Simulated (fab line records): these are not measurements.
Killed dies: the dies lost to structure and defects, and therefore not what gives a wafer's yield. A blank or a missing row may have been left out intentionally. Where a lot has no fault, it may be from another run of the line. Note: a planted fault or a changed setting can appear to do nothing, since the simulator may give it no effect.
Which of the tools did it? -- flow nandHarc -- Sampling: 12 lots, 36 wafers, 5 of 1302 route steps

== WHAT EACH GAUGE READ, for each wafer ==
NHARC_THIN_TSV_CD_MEAS_16. Usual: cdNm 1000.8 nm, standard deviation 1.6.
lot,measured,on,cdNm (nm),flag
L335,day 23 13:43,cdSem-03,1002.0 1001.2 1000.9,
L336,day 24 03:46,cdSem-03,997.8 998.9 999.5,
L338,day 24 14:21,cdSem-03,1001.2 1001.4 1001.2,
L341,day 25 19:59,cdSem-02,999.8 1001.2 1001.1,
L342,day 26 08:09,cdSem-01,999.9 1002.9 999.7,
L343,day 27 11:43,cdSem-01,1000.3 1001.4 999.2,
L345,day 27 12:46,cdSem-01,1003.2 1000.6 1000.0,
L352,day 30 11:08,cdSem-02,1001.8 1001.7 1003.4,
L355,day 32 03:32,cdSem-02,1001.1 1000.1 1000.6,
L353,day 32 04:44,cdSem-02,1000.1 998.0 998.4,
L357,day 32 13:34,cdSem-01,999.3 999.2 1000.9,
L358,day 33 01:20,cdSem-01,1000.6 1000.0 999.3,

NHARC_END_SORT_01. Usual: killedAtArray 60, standard deviation 21; killedAtOther 1.0, standard deviation 1.2; killedAtPeriphery 4.2, standard deviation 2.8; killedDies 65, standard deviation 20; killedOpen 3.1, standard deviation 1.8; killedShort 2.6, standard deviation 1.6.
lot,measured,on,killedAtArray,killedAtOther,killedAtPeriphery,killedDies,killedOpen,killedShort,flag
L355,day 32 19:14,prober-01,65 71 158,0 0 0,5 6 4,70 77 162,3 3 3,0 0 2,
L353,day 32 23:20,prober-02,128 43 35,2 1 0,4 1 2,134 45 37,2 3 3,2 3 1,

== WHAT TOOL EACH LOT RAN ON (gives the tool, then ch and the chambers of the sampled wafers, and finally the start) ==
lot,NHARC_A_CONTACT_ETCH_49,NHARC_A_BONDPAD_DEGAS_25,NHARC_THIN_TSV_DESCUM_14
L335,"rieDiel-04 ch 0,2,3, day 21 02:29","pvdSputter-01, day 22 19:48","rieDiel-02 ch 0,3, day 23 12:46"
L336,"rieDiel-04 ch 1,2,3, day 21 21:21","pvdSputter-01, day 23 12:47","rieDiel-13 ch 0,1,3, day 24 02:58"
L338,"rieDiel-04 ch 0,2,3, day 22 05:22","pvdSputter-01, day 23 20:29","rieDiel-02 ch 0,2,3, day 24 13:31"
L341,"rieDiel-08 ch 0,1,2, day 23 05:49","pvdSputter-01, day 25 01:52","rieDiel-02 ch 0,2,3, day 25 19:11"
L342,"rieDiel-09 ch 1,2,3, day 23 22:22","pvdSputter-01, day 25 17:02","rieDiel-02 ch 0,2,3, day 26 07:21"
L343,"rieDiel-09 ch 0,1,3, day 24 20:02","pvdSputter-02, day 26 19:32","rieDiel-02 ch 0,1, day 27 10:55"
L345,"rieDiel-08 ch 2,3, day 25 03:42","pvdSputter-01, day 26 22:14","rieDiel-13 ch 0,2,3, day 27 11:59"
L352,"rieDiel-09 ch 1,3, day 27 23:56","pvdSputter-03, day 29 15:41","rieDiel-13 ch 2,3, day 30 10:20"
L355,"rieDiel-08 ch 0,1,2, day 29 10:37","pvdSputter-02, day 31 03:34","rieDiel-13 ch 0,2,3, day 32 02:44"
L353,"rieDiel-08 ch 0,1,2, day 29 11:04","pvdSputter-03, day 31 05:23","rieDiel-13 ch 1,2,3, day 32 03:58"
L357,"rieDiel-04 ch 0,2,3, day 29 21:55","pvdSputter-03, day 31 14:29","rieDiel-11 ch 1,2,3, day 32 12:47"
L358,"rieDiel-09 ch 0,1, day 30 19:29","pvdSputter-03, day 32 09:56","rieDiel-11 ch 0,1,2, day 33 00:33"
- NHARC_A_CONTACT_ETCH_49: etches the open film in N2/H2, target depth 260 nm, time 475.3 s.
- NHARC_A_BONDPAD_DEGAS_25: time 60 s.
- NHARC_THIN_TSV_DESCUM_14: chemistry O2, time 3 s.

== AS READ BY THE TOOLS THEMSELVES (means over the sampled wafers that have a number; for cases with no such wafer, the mark the record gives instead) ==
NHARC_A_CONTACT_ETCH_49. Usual: drypumpMotorCurrentA 5.6 A, standard deviation 0.47; mfcArSccm 0.014 sccm, standard deviation 0.014; oesProductAu 0.999 a.u., standard deviation 0.0078; rfVppV 430.8 V, standard deviation 2.6; showerheadPlenumPTorr 2.05 Torr, standard deviation 0.092; throttleValvePct 14.170 %, standard deviation 0.0089.
lot,tool,drypumpMotorCurrentA (A),mfcArSccm (sccm),oesProductAu (a.u.),rfVppV (V),showerheadPlenumPTorr (Torr),throttleValvePct (%),flag
L335,rieDiel-04,5.6,0.012,0.994,432.1,2.10,14.171,
L336,rieDiel-04,5.3,0.020,1.008,430.9,2.06,14.164,
L338,rieDiel-04,5.6,0.012,0.991,431.3,2.10,14.167,
L341,rieDiel-08,5.6,0.021,1.005,431.9,2.10,14.174,
L342,rieDiel-09,5.7,0.010,1.008,431.2,2.03,14.163,
L343,rieDiel-09,6.1,0.003,0.993,431.4,2.07,14.171,
L345,rieDiel-08,5.5,0.013,0.992,428.2,1.94,14.177,
L352,rieDiel-09,5.8,0.003,0.999,431.0,2.06,14.174,
L355,rieDiel-08,5.6,0.021,0.995,431.8,2.08,14.163,
L353,rieDiel-08,5.6,0.021,0.996,431.7,2.08,14.168,
L357,rieDiel-04,5.6,0.012,1.000,431.7,2.08,14.173,
L358,rieDiel-09,6.4,0.003,0.991,431.6,2.06,14.174,

NHARC_A_BONDPAD_DEGAS_25. Usual: heaterPowerW 477 W, standard deviation 57.
lot,tool,heaterPowerW (W),flag
L335,pvdSputter-01,489,
L336,pvdSputter-01,464,
L338,pvdSputter-01,488,
L341,pvdSputter-01,498,
L342,pvdSputter-01,483,
L343,pvdSputter-02,375,
L345,pvdSputter-01,482,
L352,pvdSputter-03,507,
L355,pvdSputter-02,418,
L353,pvdSputter-03,490,
L357,pvdSputter-03,478,
L358,pvdSputter-03,481,

NHARC_THIN_TSV_DESCUM_14. Usual: drypumpMotorCurrentA 6.03 A, standard deviation 0.26; mfcArSccm 0.006 sccm, standard deviation 0.011; oesProductAu 0.998 a.u., standard deviation 0.0078; rfVppV 58.1 V, standard deviation 0.87; showerheadPlenumPTorr 1.98 Torr, standard deviation 0.062; throttleValvePct 11.312 %, standard deviation 0.0085.
lot,tool,drypumpMotorCurrentA (A),mfcArSccm (sccm),oesProductAu (a.u.),rfVppV (V),showerheadPlenumPTorr (Torr),throttleValvePct (%),flag
L335,rieDiel-02,5.91,0.003,0.987,57.6,1.97,11.317,
L336,rieDiel-13,6.25,0.010,0.999,58.1,1.97,11.305,
L338,rieDiel-02,5.96,0.003,0.989,58.1,2.00,11.313,
L341,rieDiel-02,5.97,0.003,0.998,57.9,2.00,11.308,
L342,rieDiel-02,5.97,0.003,0.998,58.2,2.00,11.310,
L343,rieDiel-02,5.98,0.000,0.994,57.2,1.96,11.312,
L345,rieDiel-13,6.05,0.010,1.002,57.5,1.94,11.310,
L352,rieDiel-13,5.80,0.010,1.002,58.1,1.95,11.324,
L355,rieDiel-13,6.06,0.010,1.007,57.6,1.93,11.306,
L353,rieDiel-13,6.00,0.010,0.998,58.5,1.98,11.310,
L357,rieDiel-11,5.90,0.005,0.992,58.4,1.97,11.309,
L358,rieDiel-11,5.96,0.015,1.000,58.7,2.00,11.314,

== THE ANSWER, worked out from the rows above alone ==
Rule: a lot counts as off when the mean over its wafers that have a number is more than 3 standard deviations away from the usual mean. A lot without any number at a reading at which 4 lots or more have one is off too. Where the step has rows for the other lots, those lots are counted as sound. Order of review: gauges by route order, followed by the tools' own readings, for which a lot's mean as printed above is used. At the first step where some lot is off, the reading lying furthest off is the one used; lots without a number count as furthest.
No lot is off on any of the readings shown, so nothing can be concluded from this.

== WHAT WAS PUT IN BY THE SIMULATOR ==
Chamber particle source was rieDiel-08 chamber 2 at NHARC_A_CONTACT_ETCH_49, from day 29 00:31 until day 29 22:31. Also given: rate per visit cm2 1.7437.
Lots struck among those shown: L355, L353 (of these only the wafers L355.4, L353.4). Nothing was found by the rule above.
